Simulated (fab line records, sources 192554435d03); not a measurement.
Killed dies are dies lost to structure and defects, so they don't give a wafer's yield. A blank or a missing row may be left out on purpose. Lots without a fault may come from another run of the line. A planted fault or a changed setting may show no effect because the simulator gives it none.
Chamber matching | flow n5_finfet | N5_PMOS_HMC_CHANNEL_EPI_FIN_RECESS_16 on rie_si-06: 4 sister chambers
The step chemistry HBr/Cl2, target Si, target depth 54 nm, time 18 s. 30 wafers are shown with their chamber, then 12 later ones without.

WAFERS WITH THEIR CHAMBER
wafer  | chamber | throttle_valve_pct (%) | drypump_motor_current_A (A) | oes_product_au (a.u.)
L074.3 | 3       | 35.47                  | 5.7                         | 1.008
L074.4 | 0       | 35.62                  | 5.7                         | 1.002
L074.5 | 0       | 35.64                  | 5.7                         | 0.994
L075.1 | 3       | 35.47                  | 5.7                         | 0.990
L075.3 | 0       | 35.64                  | 5.7                         | 0.989
L075.6 | 1       | 35.55                  | 5.6                         | 1.002
L076.1 | 0       | 35.65                  | 5.7                         | 0.985
L076.3 | 2       | 35.50                  | 5.7                         | 1.003
L076.4 | 3       | 35.48                  | 5.7                         | 0.996
L078.1 | 1       | 35.56                  | 5.6                         | 0.988
L078.4 | 2       | 35.48                  | 5.8                         | 1.003
L078.5 | 3       | 35.47                  | 5.6                         | 1.002
L079.1 | 3       | 35.48                  | 5.6                         | 1.001
L079.4 | 2       | 35.49                  | 5.8                         | 0.997
L079.6 | 2       | 35.50                  | 5.8                         | 1.004
L082.1 | 3       | 35.48                  | 5.6                         | 0.995
L082.5 | 3       | 35.48                  | 5.6                         | 1.001
L082.6 | 0       | 35.65                  | 5.7                         | 0.993
L083.4 | 0       | 35.65                  | 5.6                         | 0.989
L083.5 | 1       | 35.55                  | 5.6                         | 0.977
L083.6 | 2       | 35.49                  | 5.8                         | 1.003
L086.1 | 3       | 35.47                  | 5.6                         | 1.006
L086.2 | 1       | 35.54                  | 5.6                         | 0.993
L086.3 | 0       | 35.65                  | 5.7                         | 0.980
L090.3 | 1       | 35.55                  | 5.6                         | 0.993
L090.4 | 3       | 35.46                  | 5.7                         | 1.000
L090.5 | 0       | 35.65                  | 5.6                         | 0.996
L091.2 | 0       | 35.66                  | 5.7                         | 0.991
L091.4 | 2       | 35.50                  | 5.8                         | 1.007
L091.6 | 2       | 35.50                  | 5.7                         | 1.000

SIGNATURES (means of the wafers above)
reading                 | chamber 0 | chamber 1 | chamber 2 | chamber 3 | scatter within a chamber
throttle_valve_pct      | 35.6456   | 35.5500   | 35.4943   | 35.4733   | 0.00876
drypump_motor_current_A | 5.678     | 5.600     | 5.771     | 5.644     | 0.0447
oes_product_au          | 0.99100   | 0.99060   | 1.00243   | 0.99989   | 0.00609
Rule: a wafer's distance from a chamber is the root of the sum, over the readings, of the square of ((its reading less the chamber's mean) divided by the reading's scatter). The wafer belongs to the nearest chamber; if the next one is less than 2 further off, it can't be placed. The scatter: the root of (the sum of the squares of (reading less its chamber's mean) over the shown wafers, divided by (wafers less chambers)).

WAFERS WITHOUT THEIR CHAMBER
wafer  | throttle_valve_pct (%) | drypump_motor_current_A (A) | oes_product_au (a.u.)
L092.2 | 35.56                  | 5.6                         | 0.991
L092.3 | 35.48                  | 5.8                         | 0.999
L092.5 | 35.65                  | 5.7                         | 0.993
L094.1 | 35.55                  | 5.6                         | 0.998
L094.3 | 35.63                  | 5.6                         | 1.003
L094.4 | 35.46                  | 5.6                         | 0.991
L095.2 | 35.63                  | 5.6                         | 0.996
L095.3 | 35.48                  | 5.8                         | 1.008
L095.4 | 35.48                  | 5.6                         | 1.000
L096.3 | 35.65                  | 5.7                         | 0.991
L096.4 | 35.48                  | 5.6                         | 0.996
L096.5 | 35.64                  | 5.7                         | 0.994

WHICH CHAMBER EACH WENT THROUGH
wafer  | from the rows above     | in truth
L092.2 | 1                       | 1
L092.3 | can't be placed: 2 or 3 | 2
L092.5 | 0                       | 0
L094.1 | 1                       | 1
L094.3 | 0                       | 0
L094.4 | 3                       | 3
L095.2 | 0                       | 0
L095.3 | can't be placed: 2 or 3 | 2
L095.4 | 3                       | 3
L096.3 | 0                       | 0
L096.4 | 3                       | 3
L096.5 | 0                       | 0
Placed correctly: 10 of 12. Can't be placed from these rows: 2 (the true chamber is among the candidates in 2). Placed wrongly: 0.
